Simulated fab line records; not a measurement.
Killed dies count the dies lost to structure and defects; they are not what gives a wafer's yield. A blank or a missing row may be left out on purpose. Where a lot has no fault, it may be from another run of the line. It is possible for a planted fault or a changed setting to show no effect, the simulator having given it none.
fab line records	flow n5-finfet
[record] lots = 10	wafers = 30	last-day = 18
route steps=1938 shown FIN_CUT@166 STI_FIN_REVEAL@187 PASSIVATION@1936
lots with no fault: from the same line, run without faults
start-h: hours from the record's opening day to when the first of the lot's shown wafers began	wait-h: hours since the lot's step before	" identical to the entry in the row above	L1.1+2: a single row standing in for several wafers	- value missing, or start not given	* or withheld: withheld	< > ~ a bound
route shown NAME@n: a module of which the file shows steps, and the number in the route of the first	usual: mean/standard deviation of fault-free wafers	same: alike in all rows	chamber/n: place in a boat	sites: each site's reading	_std_site: the standard deviation of these	_edge_site: the outer-site mean with the inner-site mean subtracted	radius-mm: how far each site lies from the wafer's centre	mask NAME#n: copy n	behind: the most recent tool/chamber to have shaped the wafer	hold: why the lot was held/for how many hours/how that ended	device: whichever transistor did not switch (one of n, p or np)	end of line: tests of these same wafers at the route's end	a step without rows: its recipe alone	killed: dies lost to structure and defects at the first sort, not the wafer's yield	map: the dies of a wafer, with x for killed, . for not killed, _ for no die there
set.NAME: the setting as run; set.NAME@STEP: as run at that earlier step	model.NAME: the simulator's own value behind a step, which no gauge read
the route's steps for a sample of lots (tables are steps, rows are wafers)
services: when a tool's chamber went out of use (start-h, in hours from the record's first day, below 0 if earlier), for how many hours, and the reason
[[steps]]
[step N5_FIN_CUT_DESCUM_13]
[recipe] chemistry = O2	time-s = 7	source-power-w = 50	bias-power-w = 20	pressure-mtorr = 20	rf-frequency-hz = 2.712e+07	temp-c = 40	resist = CAR-EUV	o2-flow-sccm = 225
[usual] drypump-motor-current-A = 5.7/0.4	oes-product-au = 0.76/0.05	rf-vpp-V = 243.2/1.4	showerhead-plenum-p-Torr = 2.10/0.08	temp-c = 40.00/0.11	throttle-valve-pct = 20.57/0.29
lot.wafer	tool	chamber	start-h	wait-h	drypump-motor-current-A	oes-product-au	rf-hours-counter-h	rf-vpp-V	showerhead-plenum-p-Torr	temp-c	throttle-valve-pct
L464.1	rie-diel-01	2	39.55	0.6	5.4	0.77	140	244.2	2.21	39.95	20.66
L464.4	"	3	"	"	5.4	0.83	94	242.4	2.11	39.91	20.68
L464.6	"	2	"	"	5.4	0.77	-	244.0	2.21	39.98	20.66
L466.3	rie-diel-01	3	52.12	0.0	5.4	0.82	98	244.5	2.11	39.99	20.67
L466.4	"	2	"	"	5.4	0.75	146	243.8	2.21	39.87	20.66
L466.6	"	3	"	"	5.4	0.82	-	244.4	2.11	40.00	20.69
L469.2	rie-diel-01	3	70.66	0.0	5.4	0.81	104	243.9	2.10	39.91	20.70
L469.4	"	2	"	"	5.4	0.75	151	245.4	2.21	39.93	20.63
L469.6	"	0	"	"	5.5	0.72	-	242.9	2.08	40.14	20.67
L470.2	rie-diel-01	2	77.51	0.1	5.4	0.74	153	244.5	2.21	39.83	20.68
L470.3	"	1	"	"	5.5	0.71	219	245.4	2.13	40.02	20.59
L470.6	"	0	"	"	5.5	0.72	-	244.1	2.08	39.89	20.66
L475.1	rie-diel-01	0	106.99	0.0	5.5	0.71	199	242.6	2.08	40.12	20.67
L475.2	"	2	"	"	5.4	0.74	163	244.6	2.21	40.02	20.68
L475.3	"	1	"	"	5.5	0.71	229	244.4	2.13	39.90	20.61
L476.1	rie-diel-01	3	111.32	0.0	5.4	0.79	117	243.5	2.10	39.89	20.71
L476.2	"	0	"	"	5.5	0.71	200	242.8	2.08	40.03	20.69
L476.3	"	1	"	"	5.5	0.70	230	244.7	2.12	39.96	20.62
L477.1	rie-diel-03	0	116.61	0.0	5.8	0.78	134	244.6	2.19	40.07	20.83
L477.3	"	3	"	"	5.9	0.80	90	242.9	2.00	40.10	19.85
L477.4	"	2	"	"	6.2	0.71	180	244.4	2.13	40.09	20.30
L479.3	rie-diel-01	0	128.67	0.0	5.5	0.70	204	244.1	2.08	40.09	20.71
L479.4	"	3	"	"	5.4	0.79	-	243.4	2.10	39.99	20.72
L479.6	"	1	"	"	5.5	0.71	-	243.3	2.12	39.99	20.61
L484.2	rie-diel-06	3	158.45	0.0	5.9	0.80	119	240.0	1.92	39.82	20.02
L484.3	"	0	"	"	6.5	0.75	178	241.8	2.00	40.11	20.15
L484.5	"	2	"	"	5.7	0.71	-	242.5	2.05	40.13	20.93
L485.2	rie-diel-01	3	164.13	0.0	5.4	0.79	134	243.1	2.09	39.96	20.74
L485.4	"	1	"	"	5.5	0.70	248	242.5	2.12	40.04	20.65
L485.5	"	0	"	"	5.5	0.71	-	244.0	2.08	40.07	20.71
[step N5_FIN_CUT_CUT_ETCH_15]
[recipe] chemistry = HBr/Cl2/O2	target = Si	target-depth-a = 1000	bt-time-s = 10	mask-material = SOC	time-s = 42.4	ion-energy-ev = *	bias-w = *	pressure-mtorr = 10	icp-w = 800	HBr_flow_sccm = 150	Cl2_flow_sccm = 80	O2_flow_sccm = 12
[usual] drypump-motor-current-A = 5.7/0.43	oes_o_777_au = 0.99/0.08	oes-product-au = 0.987/0.015	throttle-valve-pct = 37.3/0.36
lot.wafer	tool	chamber	start-h	wait-h	drypump-motor-current-A	oes_o_777_au	oes-product-au	rf-hours-counter-h	throttle-valve-pct
L464.1	rie-si-04	3	40.18	0.1	5.6	0.93	0.983	143	37.3
L464.4	"	0	"	"	5.5	1.10	0.992	109	37.4
L464.6	"	2	"	"	6.5	0.99	0.999	-	37.9
L466.3	rie-si-04	2	52.81	0.1	6.5	1.00	1.000	19	37.9
L466.4	"	0	"	"	5.5	1.11	0.988	109	37.4
L466.6	"	2	"	"	6.5	1.01	1.006	-	37.9
L469.2	rie-si-01	1	71.30	0.1	5.2	0.95	0.985	9	36.9
L469.4	"	0	"	"	5.0	0.99	1.004	147	37.1
L469.6	"	3	"	"	5.8	0.89	0.990	-	37.6
L470.2	rie-si-04	1	78.15	0.1	5.5	0.88	0.971	86	37.0
L470.3	"	0	"	"	5.5	1.10	0.990	109	37.4
L470.6	"	1	"	"	5.5	0.88	0.959	-	37.0
L475.1	rie-si-01	2	107.62	0.1	5.7	1.11	0.963	69	36.9
L475.2	"	3	"	"	5.8	0.88	1.000	34	37.6
L475.3	"	0	"	"	5.0	1.00	1.004	148	37.1
L476.1	rie-si-01	3	111.95	0.1	5.7	0.88	0.994	34	37.6
L476.2	"	0	"	"	5.0	0.99	1.004	148	37.1
L476.3	"	2	"	"	5.8	1.11	0.971	69	36.9
L477.1	rie-si-04	0	117.24	0.1	5.5	1.10	0.990	110	37.4
L477.3	"	2	"	"	6.5	1.01	1.003	20	37.9
L477.4	"	1	"	"	5.4	0.87	0.968	86	37.0
L479.3	rie-si-06	1	129.30	0.0	6.4	1.03	1.001	45	37.9
L479.4	"	0	"	"	5.9	0.96	0.976	163	37.0
L479.6	"	1	"	"	6.3	1.02	0.998	-	37.9
L484.2	rie-si-01	3	159.08	0.1	5.8	0.89	0.998	35	37.6
L484.3	"	0	"	"	5.0	1.00	1.000	149	37.1
L484.5	"	2	"	"	5.7	1.11	0.965	-	37.0
L485.2	rie-si-01	2	164.76	0.1	5.8	1.11	0.972	70	37.0
L485.4	"	3	"	"	5.8	0.88	0.991	35	37.6
L485.5	"	1	"	"	5.2	0.95	0.988	-	36.9
[step N5_STI_FIN_REVEAL_CMP_04]
[recipe] stop-on = Si3N4	t-overpolish-s = 4	down-force-psi = 2	platen-rpm = 54.18	post-cmp-clean = alkaline-brush	pad-velocity-m-s = 1.078	target-thk-nm = 131.83
[usual] edge-zone-pressure-frac = 1.000/0.0049	motor-current-A = 8.0/0.97	overpolish-run-s = 4.000/0.0092	slurry-filter-dp-kPa = 13.49/0.14	time-to-endpoint-s = 105/7.6
lot.wafer	tool	chamber	start-h	wait-h	edge-zone-pressure-frac	motor-current-A	overpolish-run-s	slurry-filter-dp-kPa	time-to-endpoint-s
L464.1	cmp-04	1	47.66	0.0	0.994	8.1	3.983	13.37	101
L464.4	"	3	"	"	1.003	8.1	3.987	13.41	88
L464.6	"	2	"	"	0.998	7.9	4.003	13.45	102
L466.3	cmp-01	3	58.44	0.0	1.008	8.9	4.011	13.41	107
L466.4	"	0	"	"	1.002	9.4	4.013	13.49	110
L466.6	"	3	"	"	1.002	8.5	3.991	13.62	106
L469.4	cmp-01	0	77.59	0.0	1.004	8.8	4.003	13.44	113
L469.2	"	2	"	"	0.998	7.1	3.982	13.66	103
L469.6	"	0	"	"	0.999	9.0	4.000	13.34	115
L470.2	cmp-02	1	83.85	0.1	0.994	9.7	3.995	13.64	112
L470.3	"	3	"	"	1.002	8.5	4.013	13.39	112
L470.6	"	1	"	"	0.995	9.0	4.001	13.50	120
L475.2	cmp-02	3	113.04	0.0	0.997	8.7	4.000	13.44	218
L475.1	"	1	"	"	0.996	9.3	4.017	13.40	115
L475.3	"	2	"	"	1.002	6.1	4.000	13.53	107
L476.3	cmp-02	3	117.53	0.2	1.002	8.9	3.993	13.42	113
L476.2	"	0	"	"	1.004	7.2	3.991	13.45	230
L476.1	"	2	"	"	0.991	6.2	4.001	13.66	107
L477.4	cmp-02	3	123.42	0.0	0.996	8.3	3.999	13.45	210
L477.1	"	0	"	"	1.001	7.3	4.013	13.52	113
L477.3	"	2	"	"	1.001	6.1	3.985	13.47	108
L479.3	cmp-04	3	134.81	0.1	0.997	8.3	3.999	13.46	94
L479.4	"	0	"	"	1.003	8.3	4.003	13.37	102
L479.6	"	2	"	"	1.001	8.0	4.008	13.17	102
L484.3	cmp-01	3	164.95	0.0	0.996	9.1	4.012	13.60	114
L484.2	"	1	"	"	1.006	7.0	3.991	13.41	99
L484.5	"	3	"	"	0.998	9.1	3.991	13.28	115
L485.2	cmp-04	0	170.21	0.1	0.999	8.6	3.997	13.42	109
L485.4	"	1	"	"	0.995	7.9	3.999	13.50	103
L485.5	"	3	"	"	1.005	7.5	3.979	13.44	89
[step N5_STI_FIN_REVEAL_STRIP_24]
[recipe] chemistry = N2/H2	time-s = 90	power-w = 100	temp-c = 40	pressure-mtorr = 100	rf-frequency-hz = 6e+07	bias-power-w = 3	n2-flow-sccm = 300	h2-flow-sccm = 300
[usual] drypump-motor-current-A = 5.7/0.41	oes-product-au = 0.75/0.089	rf-vpp-V = 45.2/0.92	showerhead-plenum-p-Torr = 3.39/0.13	temp-c = 40.00/0.12	throttle-valve-pct = 12.27/0.25
lot.wafer	tool	chamber	start-h	wait-h	drypump-motor-current-A	oes-product-au	rf-hours-counter-h	rf-vpp-V	showerhead-plenum-p-Torr	temp-c	throttle-valve-pct
L464.1	rie-diel-02	1	48.30	0.0	5.9	0.69	222	45.5	3.49	39.88	12.43
L464.4	"	0	"	"	6.2	0.72	163	43.8	3.25	40.06	12.08
L464.6	"	0	"	"	6.2	0.72	-	44.0	3.25	39.89	12.09
L466.3	rie-diel-02	3	59.05	0.0	6.6	0.71	165	44.4	3.38	39.77	12.16
L466.4	"	1	"	"	5.9	0.69	226	45.3	3.49	39.90	12.45
L466.6	"	0	"	"	6.1	0.70	-	43.3	3.25	40.17	12.09
L469.2	rie-diel-05	2	78.35	0.0	5.5	0.78	135	45.4	3.12	40.00	12.07
L469.4	"	0	"	"	5.1	0.72	231	44.5	3.49	39.98	12.28
L469.6	"	0	"	"	5.1	0.71	-	45.1	3.49	39.97	12.29
L470.2	rie-diel-02	1	84.38	0.0	6.0	0.68	235	45.1	3.49	39.94	12.46
L470.3	"	0	"	"	6.2	0.71	177	45.2	3.24	40.03	12.13
L470.6	"	0	"	"	6.2	0.71	-	44.2	3.24	40.13	12.13
L475.1	rie-diel-05	0	113.61	0.0	5.1	0.70	244	45.1	3.48	40.13	12.33
L475.2	"	2	"	"	5.5	0.78	149	44.2	3.11	39.99	12.10
L475.3	"	1	"	"	6.2	0.78	134	44.1	3.51	40.11	12.21
L476.1	rie-diel-05	2	118.11	0.0	5.5	0.77	150	43.8	3.11	40.13	12.11
L476.2	"	1	"	"	6.2	0.78	135	45.9	3.51	40.20	12.20
L476.3	"	0	"	"	5.1	0.70	245	45.6	3.48	40.08	12.32
L477.1	rie-diel-05	2	124.14	0.0	5.4	0.76	153	44.1	3.11	39.97	12.11
L477.3	"	0	"	"	5.1	0.70	248	45.9	3.48	40.09	12.34
L477.4	"	1	"	"	6.2	0.78	137	45.5	3.51	39.89	12.20
L479.3	rie-diel-04	1	135.34	0.0	5.4	0.70	207	45.4	3.49	40.10	12.14
L479.4	"	2	"	"	5.3	0.69	-	47.2	3.37	40.21	12.71
L479.6	"	0	"	"	5.6	0.91	-	44.6	3.61	40.02	12.09
L484.2	rie-diel-04	1	165.53	0.0	5.5	0.68	219	45.9	3.48	40.09	12.16
L484.3	"	2	"	"	5.3	0.68	234	45.7	3.36	39.86	12.72
L484.5	"	2	"	"	5.3	0.68	-	44.2	3.36	39.76	12.74
L485.2	rie-diel-05	3	171.05	0.0	5.6	0.92	19	44.1	3.32	40.10	12.29
L485.4	"	1	"	"	6.2	0.76	155	44.8	3.50	39.93	12.26
L485.5	"	3	"	"	5.6	0.91	-	46.7	3.32	39.94	12.28
[step N5_PASSIVATION_PROBE_49]
[usual] killed_at_M0_to_M3 = 34/11	killed_at_M4_up = 13/5.2	killed-at-contacts = 13/6.3	killed-at-front-end = 40/14	killed-at-other = 3.2/2.4	killed-dies = 104/19	killed-open = 69/14	killed-short = 32/7.5
[same] gross-dies = 1180	killed-at-back-side = 0
lot.wafer	tool	chamber	start-h	wait-h	killed_at_M0_to_M3	killed_at_M4_up	killed-at-contacts	killed-at-front-end	killed-at-other	killed-dies	killed-open	killed-short
L466.3	prober-01	-	297.01	0.1	29	9	11	24	2	75	46	27
L466.4	prober-01	-	297.06	0.2	25	8	17	31	2	83	54	28
L466.6	prober-01	-	297.16	0.3	27	9	19	31	0	86	58	23
// killed by level:class
L466.3 STI_FIN_REVEAL:geometric-particle:open=13 BEOL_M0_SAQP:geometric-particle:short=8 MOL_CONTACT_COAG:geometric-particle:open=6 MOL_CONTACT_COAG:geometric-particle:short=5 BEOL_M0:geometric-particle:open=5 STI_FIN_REVEAL:geometric-particle:short=4 BEOL_M0_SAQP:geometric-particle:open=4 BEOL_M2:geometric-particle:open=3
L466.4 MOL_CONTACT_COAG:geometric-particle:open=14 BEOL_M0_SAQP:geometric-particle:open=6 ILD0:geometric-particle:open=5 FIN_SAQP:geometric-particle:open=4 BEOL_M0_SAQP:geometric-particle:short=4 BEOL_M3:geometric-particle:short=4 BEOL_M3:geometric-particle:open=4 STARTING-WAFER:geometric-particle:short=4
L466.6 MOL_CONTACT_COAG:geometric-particle:open=16 BEOL_M3:geometric-particle:open=13 STI_FIN_REVEAL:geometric-particle:open=9 BEOL_M0_SAQP:geometric-particle:short=6 FIN_SAQP:geometric-particle:short=4 GATE_CUT:geometric-particle:short=4 MOL_CONTACT_COAG:geometric-particle:short=3 BEOL_M0_SAQP:geometric-particle:open=3
[[services]]
tool	chamber	start-h	hours	kind
rie-si-06	3	22.37	37.7	repair
rie-diel-03	-	27.94	15.6	pm
rie-si-01	2	35.44	5.2	repair
cmp-04	-	38.01	4.0	pm
rie-diel-05	-	46.75	2.8	pm
rie-diel-02	-	63.88	0.1	repair
rie-si-04	3	66.80	8.6	repair
cmp-04	-	70.46	2.0	repair
rie-diel-04	1	84.16	5.7	repair
cmp-02	-	86.03	4.8	pm
rie-diel-01	0	90.51	8.2	repair
rie-diel-06	0	92.45	4.8	repair
rie-si-01	-	95.36	2.8	pm
rie-diel-05	3	98.30	-	clean
cmp-02	-	98.95	0.2	repair
rie-diel-01	0	116.14	1.5	repair
rie-diel-01	2	127.11	6.6	repair
cmp-02	-	130.90	4.0	pm
rie-diel-05	-	138.50	4.3	pm
rie-diel-03	2	140.26	5.8	repair
rie-diel-04	3	143.18	13.8	repair
cmp-01	-	146.36	3.7	repair
rie-diel-06	1	154.34	5.2	repair
rie-diel-05	-	164.14	0.3	repair
[[key]]
[first-sign] step = N5_STI_FIN_REVEAL_CMP_04	reading = time-to-endpoint-s	direction = up	sigmas = 15	usual = *	struck = *
effect none on later readings
met-at N5_STI_FIN_REVEAL_CMP_04
struck-lots L475,L476,L477
struck-wafers L475.2,L476.2,L477.4
tester-left-out L475,L476,L477
not-acting-at N5_FIN_CUT_DESCUM_13,N5_FIN_CUT_CUT_ETCH_15,N5_STI_FIN_REVEAL_STRIP_24
onset-between 83.85 113.04
[fault] kind = process-parameter-drift	tool = cmp-02	chamber = -	onset-h = 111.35	steps = N5_STI_FIN_REVEAL_CMP_04	channel = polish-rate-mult	offset = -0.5	shape = step	end-h = 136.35	scope = struck-wafers-only
// tester-left-out: of these lots the tester's yield and bins aren't shown, on N5 and GAA mostly nor the transistor test; their killed dies are dies lost to structure and defects alone, not to doping, threshold or leakage, so they don't give the yield
